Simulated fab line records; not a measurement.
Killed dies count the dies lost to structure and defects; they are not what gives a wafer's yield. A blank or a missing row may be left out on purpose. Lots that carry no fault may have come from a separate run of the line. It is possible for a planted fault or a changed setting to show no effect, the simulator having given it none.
fab line records	flow nand-harc
record: lots: 10	wafers: 30	last-day: 33
route steps=1302 shown A_ONON_D2@563 A_CHANNEL_HOLE_D2@580 END@1302
lots that met no fault: from a run of the same line without faults
start-h: hours from the record's opening day to when the first of the lot's shown wafers began	wait-h: hours from the lot's prior step to this one	" the same as in the row above	L1.1+2: a row that stands for several wafers	- no value present, or no start provided	* or withheld: withheld	< > ~ a bound
route shown NAME@n: NAME is a module with steps in the file, n the number in the route of the first one	usual: mean/standard deviation of fault-free wafers	same: alike in all rows	chamber/n: place in a boat	sites: each site's reading	_std_site: their standard deviation	_edge_site: inner sites' mean taken away from outer sites' mean	radius-mm: how far each site lies from the wafer's centre	mask NAME#n: copy n	behind: the most recent tool/chamber to have shaped the wafer	hold: the reason the lot was held/the length of the hold in hours/how it ended	device: the transistor (n, p or np) that didn't switch	end of line: the tests these same wafers got at the end of their route	where a step has no rows: the recipe by itself	killed: the dies lost at the first sort to structure and to defects; this is not the yield of the wafer	map: a wafer's dies, x killed, . not, _ none there
set.NAME: the setting that was run; set.NAME@STEP: the one run at that earlier step	model.NAME: the simulator's own value behind a step, which no gauge read
steps of the route over a sample of lots; a table a step, a row a wafer
services: the hour from which a tool's chamber was out of use, counted from the record's first day as start-h (under 0 if before that day), plus the number of hours and why
== steps ==
step: NHARC_A_ONON_D2_THK_MEAS_27
recipe: thk-meas-gauge: ellipsometry
usual: thk-nm: 1003/11
lot.wafer	tool	chamber	start-h	wait-h	thk-nm
L990.2	film-metro-02	-	298.46	-	1009
L990.5	"	-	"	"	1007
L990.6	"	-	"	"	1006
L992.1	film-metro-02	-	324.67	-	1004
L992.4	"	-	"	"	1004
L992.6	"	-	"	"	1005
L995.2	film-metro-01	-	344.99	-	994
L995.3	"	-	"	"	995
L995.6	"	-	"	"	995
L996.1	film-metro-01	-	352.80	-	1006
L996.4	"	-	"	"	1003
L996.6	"	-	"	"	1005
L100.3	film-metro-01	-	377.37	-	989
L100.5	"	-	"	"	992
L100.6	"	-	"	"	991
L999.2	film-metro-01	-	377.38	-	994
L999.3	"	-	"	"	991
L999.5	"	-	"	"	992
L109.1	film-metro-02	-	482.88	-	990
L109.5	"	-	"	"	994
L109.6	"	-	"	"	992
L110.2	film-metro-01	-	494.78	-	998
L110.3	"	-	"	"	998
L110.5	"	-	"	"	999
L112.1	film-metro-01	-	504.39	-	1005
L112.3	"	-	"	"	1005
L112.5	"	-	"	"	1006
L113.2	film-metro-01	-	504.74	-	1018
L113.4	"	-	"	"	1019
L113.6	"	-	"	"	1018
step: NHARC_A_CHANNEL_HOLE_D2_PEB_08
recipe: peb-temp-c: 100	peb-time-s: 65
usual: chill-plate-temp-C: 23.00/0.1	exhaust-pa: 44.9/0.95	heater-power-total-W: 156.6/0.43	resist-line-temp-C: 22.98/0.095
lot.wafer	tool	chamber	start-h	wait-h	chill-plate-temp-C	exhaust-pa	heater-power-total-W	resist-line-temp-C
L990.2	litho-track-04	0	302.90	0.1	23.17	45.7	156.7	22.98
L990.5	"	0	"	"	23.06	46.3	156.5	22.96
L990.6	"	0	"	"	22.98	45.9	157.0	22.86
L992.1	litho-track-06	0	328.63	0.1	23.03	44.1	155.9	22.85
L992.4	"	0	"	"	22.81	45.3	156.2	22.78
L992.6	"	0	"	"	22.99	44.7	156.8	22.96
L995.2	litho-track-04	0	348.78	0.1	22.95	44.3	157.0	22.89
L995.3	"	0	"	"	23.13	45.0	156.0	22.91
L995.6	"	0	"	"	23.04	44.2	156.7	22.86
L996.1	litho-track-04	0	356.54	0.1	23.31	45.5	156.0	23.29
L996.4	"	0	"	"	23.08	46.3	156.1	23.04
L996.6	"	0	"	"	23.12	45.8	156.6	23.12
L100.3	litho-track-01	0	381.14	0.0	22.94	45.5	156.0	23.05
L100.5	"	0	"	"	23.01	45.5	156.2	23.00
L100.6	"	0	"	"	22.89	45.1	157.1	22.92
L999.2	litho-track-01	0	383.06	0.1	23.02	45.5	157.2	22.95
L999.3	"	0	"	"	22.94	44.3	156.8	22.82
L999.5	"	0	"	"	23.01	43.5	156.6	22.88
L109.1	litho-track-01	0	490.79	0.1	22.96	46.7	194.9	23.03
L109.5	"	0	"	"	23.01	46.0	195.1	23.19
L109.6	"	0	"	"	22.97	45.4	193.4	23.20
L110.2	litho-track-01	0	499.56	0.1	23.06	46.0	194.2	23.06
L110.3	"	0	"	"	22.88	45.1	194.0	23.01
L110.5	"	0	"	"	23.01	44.7	195.0	23.01
L112.1	litho-track-06	0	509.09	0.1	23.07	45.9	156.8	22.89
L112.3	"	0	"	"	22.89	46.1	156.1	23.04
L112.5	"	0	"	"	23.01	44.7	156.5	23.14
L113.2	litho-track-04	0	510.79	0.1	23.05	46.1	157.2	22.96
L113.4	"	0	"	"	23.05	45.1	156.0	22.85
L113.6	"	0	"	"	22.97	45.6	157.0	22.85
step: NHARC_A_CHANNEL_HOLE_D2_CD_MEAS_10
recipe: target-cd-nm: 100	landing-energy-ev: 500
usual: cd-nm: 100.1/0.54
lot.wafer	tool	chamber	start-h	wait-h	cd-nm
L990.2	cd-sem-02	0	302.99	-	100.6
L990.5	"	0	"	"	100.5
L990.6	"	0	"	"	99.9
L992.1	cd-sem-03	0	328.71	-	99.9
L992.4	"	0	"	"	100.0
L992.6	"	0	"	"	100.0
L995.2	cd-sem-03	0	348.86	-	100.0
L995.3	"	0	"	"	100.1
L995.6	"	0	"	"	100.1
L996.1	cd-sem-03	0	356.61	-	100.1
L996.4	"	0	"	"	100.3
L996.6	"	0	"	"	99.0
L100.3	cd-sem-01	0	381.22	-	100.2
L100.5	"	0	"	"	99.8
L100.6	"	0	"	"	100.4
L999.2	cd-sem-02	0	383.14	-	100.6
L999.3	"	0	"	"	100.1
L999.5	"	0	"	"	100.8
L109.1	cd-sem-02	0	490.87	-	87.8
L109.5	"	0	"	"	88.0
L109.6	"	0	"	"	88.7
L110.2	cd-sem-03	0	499.64	-	88.9
L110.3	"	0	"	"	89.4
L110.5	"	0	"	"	89.2
L112.1	cd-sem-01	0	509.17	-	98.9
L112.3	"	0	"	"	100.0
L112.5	"	0	"	"	100.2
L113.2	cd-sem-01	0	510.88	-	100.2
L113.4	"	0	"	"	99.8
L113.6	"	0	"	"	100.6
step: NHARC_A_CHANNEL_HOLE_D2_ETCH_38
recipe: target-depth-a: 390	over-etch-frac: 0.3	time-s: 65	ion-energy-ev: 80	cf4-flow-sccm: 150	ar-flow-sccm: 0	rf-w: 300	bias-w: 100	chemistry: CF4
usual: drypump-motor-current-A: 5.9/0.41	oes-product-au: 0.999/0.0093	rf-vpp-V: 151.3/1.1	showerhead-plenum-p-Torr: 1.77/0.066	throttle-valve-pct: 13.284/0.0099
same: time-s: 65
lot.wafer	tool	chamber	start-h	wait-h	drypump-motor-current-A	oes-product-au	rf-hours-counter-h	rf-vpp-V	showerhead-plenum-p-Torr	throttle-valve-pct
L990.2	rie-diel-01	0	303.26	0.1	6.4	1.006	3.5	153.4	1.88	13.272
L990.5	"	3	"	"	6.5	0.997	-	150.9	1.72	13.282
L990.6	"	0	"	"	6.4	1.011	-	154.7	1.88	13.283
L992.1	rie-diel-01	1	328.99	0.1	5.5	1.001	4.9	150.4	1.71	13.301
L992.4	"	2	"	"	5.4	1.006	5.2	150.9	1.77	13.271
L992.6	"	0	"	"	6.4	1.016	-	152.9	1.88	13.283
L995.2	rie-diel-02	3	349.14	0.1	5.8	1.001	8.5	151.2	1.80	13.292
L995.3	"	0	"	"	5.8	1.005	9.5	151.4	1.87	13.291
L995.6	"	1	"	"	5.6	0.985	-	151.8	1.83	13.273
L996.1	rie-diel-01	3	356.89	0.1	6.5	1.006	7.6	150.5	1.72	13.286
L996.4	"	1	"	"	5.5	0.990	7.2	150.1	1.71	13.284
L996.6	"	3	"	"	6.5	0.999	-	151.3	1.72	13.306
L100.3	rie-diel-02	3	381.52	0.1	5.8	0.994	10.6	151.7	1.80	13.280
L100.5	"	1	"	"	5.6	0.993	-	152.8	1.83	13.278
L100.6	"	2	"	"	5.9	0.990	-	149.7	1.70	13.268
L999.2	rie-diel-06	0	383.41	0.1	6.6	0.999	2.9	149.6	1.67	13.265
L999.3	"	3	"	"	5.4	1.003	3.2	151.2	1.80	13.284
L999.5	"	0	"	"	6.6	1.006	-	151.5	1.67	13.263
L109.1	rie-diel-01	0	491.16	0.1	6.4	1.005	3.6	152.4	1.88	13.274
L109.5	"	1	"	"	5.6	0.997	-	150.8	1.71	13.301
L109.6	"	2	"	"	5.4	1.003	-	151.2	1.77	13.281
L110.2	rie-diel-01	3	499.93	0.1	6.5	1.019	5.4	149.7	1.72	13.281
L110.3	"	0	"	"	6.4	0.999	4.6	152.7	1.88	13.298
L110.5	"	2	"	"	5.4	1.003	-	151.1	1.77	13.275
L112.1	rie-diel-02	3	509.45	0.1	5.8	1.001	6.4	149.9	1.80	13.301
L112.3	"	1	"	"	5.6	0.983	4.7	152.0	1.83	13.283
L112.5	"	2	"	"	5.9	0.996	-	150.5	1.70	13.293
L113.2	rie-diel-02	3	511.14	0.1	5.8	1.007	7.0	152.2	1.80	13.277
L113.4	"	1	"	"	5.6	0.980	5.2	151.8	1.82	13.286
L113.6	"	0	"	"	5.8	1.001	-	151.5	1.86	13.280
step: NHARC_A_CHANNEL_HOLE_D2_CD_MEAS_18
usual: cd-nm: 99.0/2.3
lot.wafer	tool	chamber	start-h	wait-h	cd-nm
L990.2	cd-sem-01	-	304.28	-	98.8
L990.5	"	-	"	"	99.7
L990.6	"	-	"	"	98.8
L992.1	cd-sem-01	-	330.00	-	97.6
L992.4	"	-	"	"	93.4
L992.6	"	-	"	"	96.9
L995.2	cd-sem-03	-	350.15	-	98.2
L995.3	"	-	"	"	99.5
L995.6	"	-	"	"	99.2
L996.1	cd-sem-02	-	357.91	-	100.0
L996.4	"	-	"	"	97.3
L996.6	"	-	"	"	101.3
L100.3	cd-sem-01	-	382.53	-	102.9
L100.5	"	-	"	"	100.0
L100.6	"	-	"	"	99.7
L999.2	cd-sem-02	-	384.43	-	99.4
L999.3	"	-	"	"	94.4
L999.5	"	-	"	"	97.1
L109.1	cd-sem-01	-	492.16	-	87.0
L109.5	"	-	"	"	86.7
L109.6	"	-	"	"	86.9
L110.2	cd-sem-01	-	501.15	-	90.0
L110.3	"	-	"	"	86.4
L110.5	"	-	"	"	90.5
L112.1	cd-sem-03	-	510.47	-	99.8
L112.3	"	-	"	"	99.5
L112.5	"	-	"	"	99.7
L113.2	cd-sem-01	-	512.18	-	98.9
L113.4	"	-	"	"	101.6
L113.6	"	-	"	"	101.5
step: NHARC_A_CHANNEL_HOLE_D2_ETCH_25
recipe: bias-v: 5000	source-w: withheld	pressure-mtorr: 20	time-s: 1040.2	ar-flow-sccm: 375	c4f8-flow-sccm: 93.8	o2-flow-sccm: 31.2	temp-c: -20	target-depth-a: 15000	chemistry: C4F8/O2/Ar
usual: drypump-motor-current-A: 5.84/0.2	o2-flow-sccm: 31.21/0.088	showerhead-plenum-p-Torr: 3.56/0.16	throttle-valve-pct: 32.236/0.0091
same: time-s: 1040.2
lot.wafer	tool	chamber	start-h	wait-h	drypump-motor-current-A	o2-flow-sccm	rf-hours-counter-h	showerhead-plenum-p-Torr	throttle-valve-pct
L990.2	har-etch-01	1	307.64	0.7	5.64	31.39	162	3.56	32.234
L990.6	"	0	"	"	6.06	31.24	-	3.48	32.238
L990.5	"	1	"	"	5.64	31.24	-	3.56	32.244
L992.1	har-etch-01	0	332.98	0.6	6.08	31.20	178	3.48	32.234
L992.4	"	0	"	"	6.07	31.11	-	3.48	32.239
L992.6	"	0	"	"	6.06	31.20	-	3.48	32.243
L995.2	har-etch-01	1	353.28	0.7	5.62	31.29	189	3.54	32.209
L995.3	"	1	"	"	5.63	31.22	-	3.54	32.228
L995.6	"	1	"	"	5.64	31.31	-	3.54	32.239
L996.1	har-etch-01	1	361.61	0.7	5.64	31.25	197	3.54	32.225
L996.4	"	1	"	"	5.64	31.20	-	3.54	32.238
L996.6	"	0	"	"	6.08	31.17	-	3.47	32.237
L100.3	har-etch-01	0	387.96	0.7	6.04	31.25	-	3.46	32.239
L100.6	"	1	"	"	5.63	31.15	-	3.53	32.241
L100.5	"	0	"	"	6.04	31.22	-	3.46	32.235
L999.2	har-etch-01	1	391.81	0.7	5.62	31.20	213	3.53	32.222
L999.3	"	0	"	"	6.06	31.09	-	3.46	32.250
L999.5	"	0	"	"	6.06	31.12	-	3.46	32.250
L109.1	har-etch-01	0	495.26	0.7	6.08	31.25	278	3.42	32.245
L109.6	"	1	"	"	5.65	31.11	-	3.49	32.237
L109.5	"	0	"	"	6.05	31.21	-	3.42	32.230
L110.2	har-etch-01	1	504.26	0.7	5.63	31.19	282	3.49	32.247
L110.3	"	0	"	"	6.04	31.23	-	3.42	32.239
L110.5	"	0	"	"	6.04	31.09	-	3.42	32.246
L112.1	har-etch-01	0	513.43	0.6	6.06	31.29	289	3.42	32.229
L112.3	"	0	"	"	6.07	31.27	-	3.42	32.246
L112.5	"	1	"	"	5.64	31.21	-	3.49	32.221
L113.2	har-etch-01	1	521.87	0.7	5.63	31.29	297	3.48	32.233
L113.4	"	1	"	"	5.63	31.10	-	3.48	32.234
L113.6	"	1	"	"	5.64	30.98	-	3.49	32.215
step: NHARC_A_CHANNEL_HOLE_D2_CD_MEAS_31
usual: cd-nm: 89.2/1.5
lot.wafer	tool	chamber	start-h	wait-h	cd-nm
L990.2	cd-sem-01	-	310.13	-	89.1
L990.5	"	-	"	"	91.4
L990.6	"	-	"	"	87.2
L992.1	cd-sem-02	-	335.62	-	90.2
L992.4	"	-	"	"	91.2
L992.6	"	-	"	"	92.2
L995.2	cd-sem-03	-	355.75	-	88.8
L995.3	"	-	"	"	91.6
L995.6	"	-	"	"	88.9
L996.1	cd-sem-01	-	364.09	-	89.5
L996.4	"	-	"	"	88.6
L996.6	"	-	"	"	91.3
L100.3	cd-sem-02	-	390.14	-	87.0
L100.5	"	-	"	"	87.9
L100.6	"	-	"	"	88.3
L999.2	cd-sem-01	-	394.32	-	88.4
L999.3	"	-	"	"	88.4
L999.5	"	-	"	"	89.3
L109.1	cd-sem-01	-	497.85	0.1	76.4
L109.5	"	-	"	"	79.8
L109.6	"	-	"	"	75.3
L110.2	cd-sem-01	-	506.73	-	77.7
L110.3	"	-	"	"	78.9
L110.5	"	-	"	"	79.2
L112.1	cd-sem-01	-	516.04	-	89.0
L112.3	"	-	"	"	86.6
L112.5	"	-	"	"	87.2
L113.2	cd-sem-02	-	524.53	-	88.6
L113.4	"	-	"	"	90.4
L113.6	"	-	"	"	89.5
step: NHARC_A_CHANNEL_HOLE_D2_XSEM_32
recipe: landing-energy-ev: 35000
usual: bot-cd-nm: 73.6/1.8	bow-nm: 8.61/0.25	tilt-deg: 0.06/0.037
lot.wafer	tool	chamber	start-h	wait-h	bot-cd-nm	bow-nm	tilt-deg
L990.2	xsem-01	0	310.21	0.1	71.8	8.81	0.03
L990.5	"	0	"	"	74.5	8.73	0.03
L990.6	"	0	"	"	70.7	8.82	0.03
L992.1	xsem-02	0	335.71	0.1	75.8	8.65	0.08
L992.4	"	0	"	"	76.5	8.64	0.08
L992.6	"	0	"	"	76.9	8.65	0.08
L995.2	xsem-02	0	355.84	0.1	73.8	8.93	0.09
L995.3	"	0	"	"	76.3	8.91	0.09
L995.6	"	0	"	"	74.0	8.92	0.09
L996.1	xsem-01	0	364.18	0.1	74.0	8.82	0.12
L996.4	"	0	"	"	73.3	8.80	0.12
L996.6	"	0	"	"	76.7	8.79	0.12
L100.3	xsem-01	0	390.23	0.1	72.4	8.61	0.04
L100.5	"	0	"	"	73.2	8.61	0.04
L100.6	"	0	"	"	73.4	8.60	0.04
L999.2	xsem-02	0	394.42	0.1	74.5	8.99	0.05
L999.3	"	0	"	"	74.1	9.01	0.05
L999.5	"	0	"	"	75.7	8.96	0.05
L109.1	xsem-01	0	497.93	0.1	59.9	8.47	0.06
L109.5	"	0	"	"	63.8	8.45	0.06
L109.6	"	0	"	"	59.0	8.51	0.06
L110.2	xsem-02	0	506.82	0.1	61.6	8.42	0.08
L110.3	"	0	"	"	62.6	8.33	0.08
L110.5	"	0	"	"	63.3	8.32	0.08
L112.1	xsem-02	0	516.13	0.1	73.1	8.78	0.13
L112.3	"	0	"	"	70.4	8.85	0.13
L112.5	"	0	"	"	70.5	8.85	0.13
L113.2	xsem-02	0	524.62	0.1	73.3	8.93	0.07
L113.4	"	0	"	"	75.1	8.95	0.07
L113.6	"	0	"	"	74.5	8.93	0.07
step: NHARC_END_SORT_01
recipe: temp-c: 25
usual: killed-at-array: 59/20	killed-at-other: 0.8/1	killed-at-periphery: 3.2/2.1	killed-dies: 63/21	killed-open: 3.0/1.9	killed-short: 2.3/1.5
same: gross-dies: 677
lot.wafer	tool	chamber	start-h	wait-h	killed-at-array	killed-at-other	killed-at-periphery	killed-dies	killed-open	killed-short
L109.1	prober-01	0	761.88	2.5	82	2	2	86	8	1
L109.5	prober-01	0	765.07	3.7	88	0	2	90	4	2
L109.6	prober-01	0	765.87	4.0	88	0	2	90	3	2
L110.2	prober-01	0	772.73	2.8	67	2	2	71	3	2
L110.3	prober-01	0	773.52	3.1	74	1	2	77	7	1
L110.5	prober-01	0	775.10	3.7	73	0	2	75	3	0
killed by level:class
L109.1 A_CHANNEL_HOLE_D2:chamber-film-flake=24 A_CHANNEL_HOLE_D2:area-peb=18 A_CHANNEL_HOLE_D1:chamber-film-flake=15 A_SLIT:chamber-film-flake=6 A_CONTACT:chamber-film-flake=6 A_BLC:chamber-film-flake=4 P_M1:geometric-particle:open=2 A_CHANNEL_FILL_D2:geometric-particle:open=2
L109.5 A_CHANNEL_HOLE_D2:chamber-film-flake=25 A_CHANNEL_HOLE_D2:area-peb=22 A_CHANNEL_HOLE_D1:chamber-film-flake=17 A_SLIT:chamber-film-flake=7 A_CONTACT:chamber-film-flake=5 A_BLC:chamber-film-flake=4 A_CHANNEL_FILL_D1:geometric-particle:open=3 A_CHANNEL_FILL_D1:geometric-particle:short=2
L109.6 A_CHANNEL_HOLE_D2:chamber-film-flake=26 A_CHANNEL_HOLE_D2:area-peb=26 A_CHANNEL_HOLE_D1:chamber-film-flake=14 A_BLC:chamber-film-flake=9 A_CHANNEL_FILL_D1:chamber-film-flake=3 A_SLIT:chamber-film-flake=3 P_CONTACT:geometric-particle:open=1 P_CONTACT:geometric-particle:short=1
L110.2 A_CHANNEL_HOLE_D2:chamber-film-flake=25 A_CHANNEL_HOLE_D2:area-peb=14 A_CONTACT:chamber-film-flake=13 A_SLIT:chamber-film-flake=4 A_CHANNEL_HOLE_D1:chamber-film-flake=2 A_BLC:chamber-film-flake=2 THIN_TSV:chamber-film-flake=2 P_CONTACT:geometric-particle:open=1
L110.3 A_CHANNEL_HOLE_D2:chamber-film-flake=34 A_CHANNEL_HOLE_D2:area-peb=12 A_CONTACT:chamber-film-flake=9 A_SLIT:chamber-film-flake=7 A_M0:geometric-particle:open=2 A_DECK1_JOINT:chamber-film-flake=2 A_CHANNEL_HOLE_D1:geometric-particle:open=1 A_WL_FILL:geometric-particle:short=1
L110.5 A_CHANNEL_HOLE_D2:chamber-film-flake=32 A_CHANNEL_HOLE_D2:area-peb=16 A_SLIT:chamber-film-flake=9 A_CONTACT:chamber-film-flake=7 A_CHANNEL_HOLE_D1:unspecified=4 P_STI:geometric-particle:open=1 A_ONON_D1:geometric-particle:open=1 A_CHANNEL_FILL_D2:geometric-particle:open=1
== services ==
tool	chamber	start-h	hours	kind
rie-diel-02	1	296.97	14.7	repair
rie-diel-02	3	303.30	1.6	repair
rie-diel-06	-	307.20	9.0	pm
rie-diel-06	1	329.53	7.0	repair
litho-track-01	-	330.00	7.0	pm
rie-diel-06	0	337.37	7.7	repair
rie-diel-06	3	347.07	5.3	repair
rie-diel-02	0	351.21	20.1	repair
litho-track-06	-	354.00	7.0	pm
rie-diel-06	2	366.44	3.8	repair
xsem-01	-	374.00	14.0	pm
litho-track-04	-	378.00	7.0	pm
rie-diel-02	-	393.94	9.0	pm
rie-diel-01	-	395.71	9.0	pm
rie-diel-01	-	426.43	1.0	repair
rie-diel-02	1	428.77	2.6	repair
rie-diel-06	1	451.07	3.7	repair
rie-diel-02	-	477.74	0.5	repair
rie-diel-06	-	484.21	9.0	pm
rie-diel-06	2	493.26	16.8	repair
rie-diel-06	3	499.05	7.2	repair
rie-diel-01	1	499.19	7.7	repair
litho-track-01	-	505.00	7.0	pm
rie-diel-02	3	520.60	4.7	repair
== key ==
first-sign: step: NHARC_A_CHANNEL_HOLE_D2_PEB_08	reading: heater-power-total-W	direction: up	sigmas: 87	usual: *	struck: *
effect: step: NHARC_A_CHANNEL_HOLE_D2_CD_MEAS_10	reading: cd-nm	direction: down	sigmas: 21	usual: 100.1	struck: 88.7
effect: step: NHARC_A_CHANNEL_HOLE_D2_CD_MEAS_18	reading: cd-nm	direction: down	sigmas: 4.9	usual: 99.0	struck: 87.9
effect: step: NHARC_A_CHANNEL_HOLE_D2_CD_MEAS_31	reading: cd-nm	direction: down	sigmas: 7.4	usual: 89.2	struck: 77.9
effect: step: NHARC_A_CHANNEL_HOLE_D2_XSEM_32	reading: bot-cd-nm	direction: down	sigmas: 6.8	usual: 73.6	struck: 61.7
met-at NHARC_A_CHANNEL_HOLE_D2_PEB_08
struck-lots L109,L110
tester-left-out L109,L110
not-acting-at NHARC_A_ONON_D2_THK_MEAS_27,NHARC_A_CHANNEL_HOLE_D2_ETCH_38,NHARC_A_CHANNEL_HOLE_D2_ETCH_25
onset-between 383.06 490.79
fault: kind: process-parameter-drift	tool: litho-track-01	chamber: -	onset-h: 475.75	steps: NHARC_A_CHANNEL_HOLE_D2_PEB_08	channel: peb-time-s	offset: *	shape: step	end-h: 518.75	acts-in: *	stated: *
tester-left-out: of these lots the tester's yield and bins aren't shown, on N5 and GAA mostly nor the transistor test; their killed dies are dies lost to structure and defects alone, not to doping, threshold or leakage, so they don't give the yield
